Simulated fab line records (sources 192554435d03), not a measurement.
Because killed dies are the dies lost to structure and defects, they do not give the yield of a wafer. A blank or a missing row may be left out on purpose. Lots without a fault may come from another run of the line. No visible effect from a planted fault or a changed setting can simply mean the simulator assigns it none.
fab line records	flow n5Finfet
record: lots: 11	wafers: 33	lastDay: 18
route steps=1938 shown BEOL_M7@1322 MIM_BOT_ETCH@1867 PAD_METAL@1893 PASSIVATION@1908
lots that met no fault: taken from a fault-free run of the same line
startH: the number of hours between the record's first day and the start of the first shown wafer of the lot	waitH: how many hours have passed since the lot's step before this one	" same as the row above	L1.1+2: several wafers, shown together as one row	- no value present, or no start provided	* or withheld: withheld	< > ~ a bound
route shown NAME@n: names a module that has steps shown in the file, with the first one's number in the route	usual: average and standard deviation across the fault-free wafers	same: alike in all rows	chamber/n: place in a boat	sites: the reading at each site	_std_site: their standard deviation	_edge_site: outer sites' mean less inner sites'	radiusMm: how far each site lies from the wafer's centre	mask NAME#n: copy n	behind: the last tool/chamber to shape the wafer	hold: the reason the lot was held/the length of the hold in hours/how it ended	device: which transistor (n, p or np) failed to switch	end of line: tests run on the same wafers once the route is complete	a step with no rows: only its recipe	killed: at the first sort, the dies lost to defects and structure; wafer yield is something else	map: shows each die of a wafer: x if killed, . if not, _ if none is there
set.NAME: the setting that was run; set.NAME@STEP: the one run at that earlier step	model.NAME: the simulator's own value behind a step, which no gauge read
steps of the route over a sample of lots; a table a step, a row a wafer
services: when a tool's chamber went out of use (startH, in hours from the record's first day, below 0 if earlier), for how many hours, and the reason
== steps ==
step: N5_BEOL_M7_CVD_78
recipe: material: Co	targetThkA: 20	tempC: withheld	precursor: CCTBA/H2	pressureTorr: 30	timeS: 142.3
usual: chamberPressureTorr: 30.00/0.067
lot.wafer	tool	chamber	startH	waitH	chamberPressureTorr
L850.4	cvdCo-02	1	195.47	0.3	30.12
L850.5	"	2	"	"	30.05
L850.6	"	0	"	"	29.95
L851.1	cvdCo-02	1	206.07	0.1	29.96
L851.2	"	2	"	"	30.00
L851.6	"	2	"	"	29.98
L852.3	cvdCo-02	0	213.50	0.1	29.89
L852.4	"	2	"	"	29.91
L852.5	"	0	"	"	29.98
L855.3	cvdCo-02	0	229.92	0.3	30.08
L855.4	"	1	"	"	30.01
L855.6	"	2	"	"	29.85
L859.2	cvdCo-02	2	244.51	0.1	30.07
L859.3	"	1	"	"	29.97
L859.5	"	2	"	"	30.16
L858.1	cvdCo-02	0	248.25	0.1	29.93
L858.2	"	2	"	"	30.00
L858.3	"	1	"	"	30.00
L866.2	cvdCo-01	1	301.99	0.1	30.00
L866.4	"	1	"	"	29.97
L866.6	"	1	"	"	29.98
L868.2	cvdCo-01	1	309.94	0.3	30.12
L868.4	"	1	"	"	29.96
L868.6	"	0	"	"	30.00
L872.1	cvdCo-02	0	342.58	0.1	29.94
L872.2	"	1	"	"	29.90
L872.3	"	2	"	"	29.95
L870.1	cvdCo-01	2	345.14	0.0	29.99
L870.2	"	2	"	"	29.98
L870.6	"	2	"	"	30.07
L873.2	cvdCo-02	2	366.06	0.3	30.05
L873.4	"	1	"	"	29.96
L873.6	"	0	"	"	30.10
step: N5_MIM_BOT_ETCH_ETCH_03
recipe: chemistry: Cl2/BCl3	targetDepthA: 120	pressureMtorr: 8	icpW: 800	biasW: 100	Cl2_flow_sccm: 20	bcl3FlowSccm: 80
usual: chamberPressureMTorr: 8.000/0.0079	drypumpMotorCurrentA: 5.4/0.4	oesProductAu: 0.81/0.07	throttleValvePct: 27.6/0.45
lot.wafer	tool	chamber	startH	waitH	chamberPressureMTorr	drypumpMotorCurrentA	oesProductAu	rfHoursCounterH	throttleValvePct
L850.4	rieMetal-01	1	255.95	0.1	8.000	5.1	0.90	-	27.8
L850.5	"	1	"	"	8.009	5.1	0.90	-	27.8
L850.6	"	0	"	"	8.004	5.0	0.74	-	27.0
L851.1	rieMetal-02	0	267.96	0.1	8.004	6.0	0.89	12	27.1
L851.2	"	0	"	"	8.000	6.0	0.89	-	27.1
L851.6	"	0	"	"	8.005	6.0	0.89	-	27.1
L852.3	rieMetal-01	0	279.24	0.1	8.015	5.0	0.74	-	27.0
L852.4	"	1	"	"	7.995	5.1	0.88	-	27.8
L852.5	"	0	"	"	8.006	5.0	0.74	-	27.0
L855.3	rieMetal-03	1	294.60	0.1	7.999	5.3	0.73	-	28.0
L855.4	"	0	"	"	8.002	5.6	0.87	-	28.2
L855.6	"	1	"	"	8.013	5.3	0.73	-	28.0
L859.2	rieMetal-01	0	310.75	0.1	8.004	5.0	0.74	57	27.0
L859.3	"	1	"	"	7.997	5.1	0.86	-	27.8
L859.5	"	1	"	"	7.995	5.1	0.87	-	27.8
L858.1	rieMetal-01	1	314.38	0.1	7.993	5.1	0.86	11	27.8
L858.2	"	0	"	"	7.987	5.0	0.73	57	27.0
L858.3	"	0	"	"	8.004	5.1	0.73	-	27.0
L866.2	rieMetal-01	1	369.92	0.1	7.996	5.1	0.86	14	27.8
L866.4	"	1	"	"	8.004	5.1	0.85	-	27.8
L866.6	"	0	"	"	8.007	5.0	0.73	-	27.0
L868.2	rieMetal-02	1	382.43	0.1	7.999	6.1	0.89	13	27.9
L868.4	"	0	"	"	8.010	6.0	0.85	-	27.1
L868.6	"	1	"	"	7.997	6.1	0.89	-	27.9
L872.1	rieMetal-01	1	397.77	0.1	7.996	5.1	0.83	18	27.8
L872.2	"	0	"	"	8.006	5.1	0.72	64	27.0
L872.3	"	1	"	"	7.998	5.1	0.84	-	27.8
L870.1	rieMetal-01	1	411.31	0.1	7.999	5.1	0.82	19	27.8
L870.2	"	0	"	"	7.993	5.0	0.71	65	27.0
L870.6	"	1	"	"	8.001	5.1	0.82	-	27.8
L873.2	rieMetal-01	0	431.08	0.1	8.018	5.0	0.72	67	27.0
L873.4	"	0	"	"	8.005	5.0	0.71	-	27.0
L873.6	"	1	"	"	8.003	5.1	0.82	-	27.8
step: N5_PASSIVATION_DEGAS_18
recipe: ambient: vacuum	tempC: 300	timeS: 60
usual: heaterPowerW: 459/63
lot.wafer	tool	chamber	startH	waitH	heaterPowerW
L850.4	pvdSputter-01	-	258.95	0.6	446
L850.5	"	-	"	"	451
L850.6	"	-	"	"	482
L851.1	pvdSputter-03	-	270.62	0.5	465
L851.2	"	-	"	"	449
L851.6	"	-	"	"	433
L852.3	pvdSputter-01	-	281.79	0.3	471
L852.4	"	-	"	"	417
L852.5	"	-	"	"	450
L855.3	pvdSputter-01	-	297.28	0.8	448
L855.4	"	-	"	"	483
L855.6	"	-	"	"	405
L859.2	pvdSputter-01	-	313.32	0.4	452
L859.3	"	-	"	"	484
L859.5	"	-	"	"	452
L858.1	pvdSputter-02	-	324.17	0.1	581
L858.2	"	-	"	"	471
L858.3	"	-	"	"	586
L866.2	pvdSputter-02	-	374.96	0.5	346
L866.4	"	-	"	"	574
L866.6	"	-	"	"	603
L868.2	pvdSputter-03	-	384.94	0.5	400
L868.4	"	-	"	"	446
L868.6	"	-	"	"	399
L872.1	pvdSputter-03	-	401.68	0.3	451
L872.2	"	-	"	"	435
L872.3	"	-	"	"	451
L870.1	pvdSputter-01	-	418.70	0.2	421
L870.2	"	-	"	"	463
L870.6	"	-	"	"	418
L873.2	pvdSputter-02	-	433.42	0.4	472
L873.4	"	-	"	"	574
L873.6	"	-	"	"	479
step: N5_PASSIVATION_DESCUM_32
recipe: chemistry: O2	timeS: 7.9	sourcePowerW: 50	biasPowerW: 20	pressureMtorr: 20	rfFrequencyHz: 2.712e+07	tempC: 40	o2FlowSccm: 225
usual: biasPowerW: 20.01/0.066	chamberPressureMTorr: 19.998/0.018	drypumpMotorCurrentA: 5.9/0.47	oesProductAu: 0.83/0.081	rfVppV: 243.7/1.4	showerheadPlenumPTorr: 2.13/0.066	throttleValvePct: 20.36/0.27
lot.wafer	tool	chamber	startH	waitH	biasPowerW	chamberPressureMTorr	drypumpMotorCurrentA	oesProductAu	rfHoursCounterH	rfVppV	showerheadPlenumPTorr	throttleValvePct
L850.4	rieDiel-05	2	259.81	0.0	19.96	19.998	5.1	0.85	48	245.1	2.19	19.89
L850.5	"	3	"	"	20.10	20.001	5.7	0.68	-	242.7	2.08	20.52
L850.6	"	0	"	"	19.86	20.017	6.6	0.79	-	244.9	2.18	20.48
L851.1	rieDiel-04	2	271.51	0.2	19.90	19.989	5.5	0.69	217	241.8	2.00	20.59
L851.2	"	3	"	"	20.01	19.994	5.7	0.91	23	242.7	2.15	20.45
L851.6	"	0	"	"	20.06	19.991	6.4	0.93	-	244.9	2.14	20.73
L852.3	rieDiel-05	1	282.65	0.0	19.99	19.955	5.6	0.68	245	241.4	1.96	20.31
L852.4	"	2	"	"	20.01	19.993	5.1	0.84	55	244.6	2.19	19.90
L852.5	"	2	"	"	20.05	19.967	5.1	0.85	-	244.6	2.19	19.92
L855.3	rieDiel-04	1	298.09	0.1	20.07	19.976	6.1	0.80	105	242.4	2.10	20.21
L855.4	"	0	"	"	20.01	19.991	6.4	0.90	27	245.0	2.13	20.75
L855.6	"	1	"	"	20.15	19.967	6.1	0.80	-	242.4	2.10	20.23
L859.2	rieDiel-03	2	314.06	0.0	20.02	20.029	5.9	0.91	26	245.3	2.22	20.04
L859.3	"	3	"	"	19.92	20.008	5.5	0.84	68	242.5	2.05	20.59
L859.5	"	0	"	"	20.11	19.991	5.8	0.93	-	243.4	2.15	19.92
L858.1	rieDiel-05	2	325.04	0.0	20.11	19.953	5.1	0.83	72	244.5	2.19	19.93
L858.2	"	0	"	"	20.06	19.993	6.6	0.76	160	244.4	2.17	20.54
L858.3	"	0	"	"	19.97	20.025	6.6	0.76	-	245.0	2.17	20.51
L866.2	rieDiel-04	3	375.71	0.0	20.12	20.013	5.7	0.84	60	243.7	2.14	20.49
L866.4	"	0	"	"	19.97	20.008	6.4	0.87	-	243.9	2.12	20.78
L866.6	"	1	"	"	20.11	19.991	6.1	0.78	-	243.2	2.09	20.26
L868.2	rieDiel-05	3	385.80	0.0	20.02	19.969	5.7	0.90	29	242.8	2.06	20.28
L868.4	"	0	"	"	19.93	19.989	6.6	0.74	180	244.2	2.16	20.56
L868.6	"	3	"	"	20.11	20.013	5.7	0.92	-	242.0	2.07	20.27
L872.1	rieDiel-04	0	402.42	0.0	19.89	19.980	6.4	0.85	62	241.9	2.12	20.80
L872.2	"	2	"	"	20.06	19.997	5.5	0.97	7	245.7	2.26	20.22
L872.3	"	1	"	"	20.05	20.020	6.1	0.77	141	242.6	2.08	20.28
L870.1	rieDiel-04	3	419.44	0.0	19.94	19.958	5.6	0.81	76	244.0	2.13	20.52
L870.2	"	2	"	"	19.98	20.003	5.5	0.95	13	246.6	2.25	20.23
L870.6	"	1	"	"	20.03	20.000	6.1	0.76	-	244.3	2.08	20.26
L873.2	rieDiel-04	1	434.15	0.0	20.09	19.981	6.1	0.76	153	244.2	2.08	20.30
L873.4	"	3	"	"	19.98	19.999	5.7	0.82	81	243.5	2.13	20.51
L873.6	"	0	"	"	19.95	19.994	6.4	0.84	-	244.0	2.12	20.80
step: N5_PASSIVATION_PROBE_49
usual: defectLimitedYield: 91.4/1.5	killed_at_M0_to_M3: 35/11	killed_at_M4_up: 16/7	killedAtContacts: 11/5.3	killedAtFrontEnd: 37/11	killedAtOther: 3.1/2.8	killedDies: 102/18	killedOnRim: 13/3.7	killedOpen: 69/15	killedShort: 31/7.8	sort_bin_5_function: 5.1/1.1	sort_bin_6_memory: 3.2/0.69	sortNPass: 1078/18	sortYieldPct: 91.4/1.5
same: grossDies: 1180	killedAtBackSide: 0	sort_bin_4_leakage[%]: 0	sort_bin_8_speed[%]: 0
lot.wafer	tool	chamber	startH	waitH	defectLimitedYield[%]	killed_at_M0_to_M3	killed_at_M4_up	killedAtContacts	killedAtFrontEnd	killedAtOther	killedDies	killedOnRim	killedOpen	killedShort	sort_bin_5_function[%]	sort_bin_6_memory[%]	sortNPass	sortYieldPct[%]
L859.2	prober-01	-	318.90	0.1	93.3	14	22	13	30	0	79	10	55	20	3.7	2.9	1101	93.3
L859.3	prober-01	-	318.95	0.1	86.0	25	88	17	31	4	165	30	59	32	7.3	4.7	1015	86.0
L859.5	prober-01	-	319.05	0.2	92.0	33	10	15	34	2	94	13	65	25	4.7	3.1	1086	92.0
L858.1	prober-01	-	330.00	0.0	91.6	28	15	24	24	8	99	12	75	20	4.7	3.6	1081	91.6
L858.2	prober-01	-	330.05	0.1	91.4	38	12	19	28	5	102	12	75	26	5.2	3.5	1078	91.4
L858.3	prober-01	-	330.10	0.1	86.4	28	88	11	31	3	161	31	57	29	7.7	4.2	1019	86.4
killed by level:class
L859.2 STI_FIN_REVEAL:geometricParticle:open=10 MOL_CONTACT_COAG:geometricParticle:open=10 BEOL_M4:geometricParticle:short=8 BEOL_M4:geometricParticle:open=6 DUMMY_GATE:geometricParticle:open=5 BEOL_M0_SAQP:geometricParticle:open=5 BEOL_M5:geometricParticle:open=5 GATE_CUT:geometricParticle:open=4
L859.3 BEOL_M7:unspecified=71 MOL_CONTACT_COAG:geometricParticle:open=14 BEOL_M4:geometricParticle:open=8 BEOL_M0_SAQP:geometricParticle:short=7 FIN_SAQP:geometricParticle:open=6 BEOL_M1:geometricParticle:open=5 STI_FIN_REVEAL:geometricParticle:open=4 ILD0:geometricParticle:open=4
L859.5 MOL_CONTACT_COAG:geometricParticle:open=11 STI_FIN_REVEAL:geometricParticle:open=9 BEOL_M1:geometricParticle:open=8 BEOL_M2:geometricParticle:open=8 GATE_CUT:geometricParticle:open=7 GATE_CUT:geometricParticle:short=5 FIN_SAQP:geometricParticle:open=4 BEOL_M0_SAQP:geometricParticle:open=4
L858.1 MOL_CONTACT_COAG:geometricParticle:open=18 BEOL_M2:geometricParticle:open=14 BEOL_M4:geometricParticle:open=12 BEOL_M3:geometricParticle:open=7 MOL_CONTACT_COAG:geometricParticle:short=6 FIN_SAQP:geometricParticle:open=5 STI_FIN_REVEAL:geometricParticle:open=4 STARTING-WAFER:geometricParticle:open=4
L858.2 MOL_CONTACT_COAG:geometricParticle:open=12 BEOL_M2:geometricParticle:open=12 STI_FIN_REVEAL:geometricParticle:open=11 MOL_CONTACT_COAG:geometricParticle:short=7 BEOL_M1:geometricParticle:open=7 BEOL_M0_SAQP:geometricParticle:short=6 GATE_CUT:geometricParticle:open=5 BEOL_M4:geometricParticle:open=5
L858.3 BEOL_M7:unspecified=68 BEOL_M2:geometricParticle:open=10 BEOL_M4:geometricParticle:open=8 MOL_CONTACT_COAG:geometricParticle:open=6 MOL_CONTACT_COAG:geometricParticle:short=5 STARTING-WAFER:geometricParticle:open=4 DUMMY_GATE:geometricParticle:open=3 GATE_CUT:geometricParticle:short=3
== services ==
tool	chamber	startH	hours	kind
cvdCo-01	-	204.15	2.1	repair
cvdCo-02	-	206.61	6.0	pm
cvdCo-01	-	223.42	8.5	repair
rieDiel-04	3	251.44	4.5	repair
rieDiel-05	3	256.33	3.1	repair
rieDiel-04	1	270.31	3.5	repair
cvdCo-01	2	300.00	30.8	repair
rieDiel-05	2	309.40	3.4	repair
pvdSputter-03	-	313.96	11.4	repair
rieDiel-05	3	320.86	5.4	repair
cvdCo-01	-	329.87	1.7	repair
pvdSputter-01	-	331.34	3.0	repair
pvdSputter-01	-	337.39	1.7	repair
cvdCo-01	0	344.80	17.4	repair
rieDiel-04	0	355.13	2.6	repair
cvdCo-02	0	367.36	12.7	repair
cvdCo-01	0	370.97	7.9	repair
rieDiel-05	1	376.36	4.9	repair
cvdCo-02	-	377.25	0.7	repair
cvdCo-02	2	400.16	5.6	repair
rieDiel-04	0	406.67	2.9	repair
pvdSputter-02	-	412.47	7.2	repair
rieDiel-05	3	417.28	12.7	repair
rieDiel-04	-	426.75	0.5	repair
== key ==
firstSign: step: N5_PASSIVATION_PROBE_49	reading: killed_at_M4_up	direction: up	sigmas: 10	usual: 16	struck: 88
effect: step: N5_PASSIVATION_PROBE_49	reading: defectLimitedYield	direction: down	sigmas: 3.3	usual: 91.4	struck: 86.2
moreKillsBornAt: N5_BEOL_M7_CVD_78@cvdCo-02: 139
metAt N5_BEOL_M7_CVD_78
struckLots L858,L859
struckWafers L858.3,L859.3
notActingAt N5_MIM_BOT_ETCH_ETCH_03,N5_PASSIVATION_DEGAS_18,N5_PASSIVATION_DESCUM_32
onsetBetween 229.92 244.51
fault: kind: chamberParticleSource	tool: cvdCo-02	chamber: 1	onsetH: 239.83	steps: N5_BEOL_M7_CVD_78	ratePerVisitCm2: 0.79004	endH: 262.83
